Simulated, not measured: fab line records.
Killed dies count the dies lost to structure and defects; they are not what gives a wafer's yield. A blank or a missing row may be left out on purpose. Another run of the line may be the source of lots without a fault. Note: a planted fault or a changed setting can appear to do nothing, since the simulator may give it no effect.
Comparing a struck lot with a sound one :: flow nand_harc :: 15 out of 1302 route steps
Sound: the wafers L625.2, L625.3, L625.6. Wafers L618.4, L618.5, L618.6 were the ones struck. Last of all comes the cause.
Order at every step that has rows: each side's tool, ch and its chambers, its first start. Under that, the readings that differ: sound wafers :: struck wafers :: difference of the means :: sigmas: that difference in standard deviations of wafers without a fault.
alike: same words and numbers on both sides, and readings whose means sit less than 2 such deviations apart. not compared: any withheld reading, any reading some wafer has no value for, any bound like >300 that may hide the same value, and any number with overlapping values for which the record gives no deviation.
A row with sigmas, a row that says differs or no value, or rows on one side alone: a step with any of these is where the two part. Non-overlapping numbers with no deviation appear without sigmas and do not part them. A reading missing from all wafers of one side parts the sides only when that side holds two or more wafers.

NHARC_A_CHANNEL_FILL_D1_ALD_16: deposits SiO2, target thk 1.5 nm, pulse time 10 s, ald cycles 15.
  sound on ald_hk-03 ch 1,2, day 17 20:33; struck on ald_hk-01 ch 0,2,3, day 15 18:29
  alike: heater_power_outer_w, heater_power_w, precursor_pulse_height_rel
then, 3 steps without rows for these wafers: NHARC_A_CHANNEL_FILL_D1_ANNEAL_17 (time 1800 s); NHARC_A_CHANNEL_FILL_D1_CVD_18 (deposits poly-Si, target thk 3 nm); NHARC_A_CHANNEL_FILL_D1_ETCHBACK_19 (etches the open film in HBr/Cl2, target depth 5 nm, time 1.7 s).
NHARC_A_CHANNEL_FILL_D1_ETCHBACK_20: etches the open film in C4F8/O2/Ar, target depth 27 nm, time 13.5 s.
  sound on rie_diel-05 ch 1,2,3, day 18 08:33; struck on rie_diel-01 ch 0,2,3, day 16 06:36
  alike: bias_w, chamber_pressure_mTorr, oes_product_au, rf_vpp_V
  not compared: rf_hours_counter_h
NHARC_A_CHANNEL_FILL_D1_STRIP_28: strips in O2, time 20 s.
  sound on rie_diel-05 ch 0,1,2, day 18 08:38; struck on rie_diel-01 ch 0,2,3, day 16 06:41
  alike: drypump_motor_current_A, oes_product_au, rf_vpp_V, showerhead_plenum_p_Torr, throttle_valve_pct
  not compared: rf_hours_counter_h
then, 4 steps without rows for these wafers: NHARC_A_CHANNEL_FILL_D1_PRECLEAN_21 (cleans in dHF, time 30 s); NHARC_A_CHANNEL_FILL_D1_SRD_23; NHARC_A_CHANNEL_FILL_D1_CVD_05 (deposits poly-Si, target thk 5 nm); NHARC_A_CHANNEL_FILL_D1_ANNEAL_22 (time 7200 s).
NHARC_A_CHANNEL_FILL_D1_THK_MEAS_06: measures by ellipsometry.
  struck on film_metro-01, day 16 18:26; sound on film_metro-02, day 18 21:05
  alike: thk_nm
NHARC_A_CHANNEL_FILL_D1_ALD_25: deposits SiOx, target thk 60 nm, pulse time 10 s, ald cycles 600.
  sound on ald_hk-03 ch 0,2,3, day 18 21:45; struck on ald_hk-03 ch 0,2,3, day 16 21:00
  alike: heater_power_outer_w, heater_power_w, precursor_pulse_height_rel
NHARC_A_CHANNEL_FILL_D1_ETCHBACK_08: etches the open film in C4F8, target depth 220 nm, time 110 s.
  sound on rie_diel-05 ch 1,3, day 19 02:40; struck on rie_diel-13 ch 0,1,3, day 17 00:42
  no value came back on the struck wafers for chamber_pressure_mTorr (mTorr), oes_product_au (a.u.), rf_vpp_V (V); on the sound wafers chamber_pressure_mTorr (mTorr) reads 25.016 25.000 25.031
  not compared: rf_hours_counter_h
NHARC_A_CHANNEL_FILL_D1_STRIP_29: strips in O2, time 20 s.
  sound on rie_diel-05 ch 1,3; struck on rie_diel-13 ch 2,3, day 17 00:49
reading: oes_product_au (a.u.)
sound: 0.991 0.995 0.980
struck: 1.009 1.004 1.004
difference: +0.017
sigmas: +2
  alike: drypump_motor_current_A, rf_vpp_V, showerhead_plenum_p_Torr, throttle_valve_pct
  not compared: rf_hours_counter_h
-- jump in the record: it breaks off in module A_CHANNEL_FILL_D1 and resumes in module END (first step shown: number 1302 of the route), and 14 days separate the struck wafers' starts before and after --
NHARC_END_SORT_01:
  only the struck wafers appear in the record here, on prober-01 ch 0 at day 31 05:53; the sound ones have no rows

WHERE THEY PART
Earliest at NHARC_A_CHANNEL_FILL_D1_ETCHBACK_08; latest, in this record, at NHARC_END_SORT_01.

WHY: what the simulator had put in
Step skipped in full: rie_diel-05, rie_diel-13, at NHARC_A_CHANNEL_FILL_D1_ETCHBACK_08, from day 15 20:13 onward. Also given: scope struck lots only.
